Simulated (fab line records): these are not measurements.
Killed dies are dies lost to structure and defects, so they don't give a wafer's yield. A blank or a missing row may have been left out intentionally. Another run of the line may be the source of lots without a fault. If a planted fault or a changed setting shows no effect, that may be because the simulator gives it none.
Chamber matching	flow n5Finfet	4 sister chambers for N5_FIN_SAQP_ALD_61 on aldSin-02
The step deposits SiO2, target thk 4 nm, pulse time 1 s, purge time 2 s. 4 wafers are shown with their chamber, then 12 later ones without.

WAFERS, EACH WITH ITS CHAMBER
wafer	chamber	heaterPowerW (W)
L074.2	0	508
L083.1	2	460
L083.2	1	468
L083.3	3	463

WAFERS MISSING THEIR CHAMBER
wafer	heaterPowerW (W)
L083.4	470
L083.5	469
L083.6	467
L087.1	471
L087.5	490
L087.6	499
L088.1	454
L088.2	460
L088.4	496
L093.4	497
L093.5	450
L093.6	443

THE CHAMBER EACH PASSED THROUGH
wafer	from the rows above	in truth
L083.4	can't be placed: 1 or 3 or 2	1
L083.5	can't be placed: 1 or 3 or 2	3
L083.6	can't be placed: 1 or 3 or 2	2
L087.1	can't be placed: 1 or 3 or 2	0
L087.5	can't be placed: 0 or 1 or 3 or 2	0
L087.6	0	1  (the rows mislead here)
L088.1	can't be placed: 2 or 3 or 1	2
L088.2	can't be placed: 2 or 3 or 1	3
L088.4	can't be placed: 0 or 1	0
L093.4	can't be placed: 0 or 1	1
L093.5	can't be placed: 2 or 3 or 1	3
L093.6	can't be placed: 2 or 3 or 1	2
Placed correctly: 0 of 12. Can't be placed from these rows: 11 (the true chamber is among the candidates in 10). Placed wrongly: 1.
How it was worked out, from the rows above alone: a wafer's distance from a chamber is the root of the sum, over the readings, of the square of ((its reading less the chamber's mean) divided by the reading's scatter). The wafer belongs to the nearest chamber; if the next one is less than 2 further off, it can't be placed. The mean given for a chamber averages the wafers shown for that chamber. The scatter: root of mean squared gap, hidden wafer to nearest shown wafer, with one shown wafer a chamber.
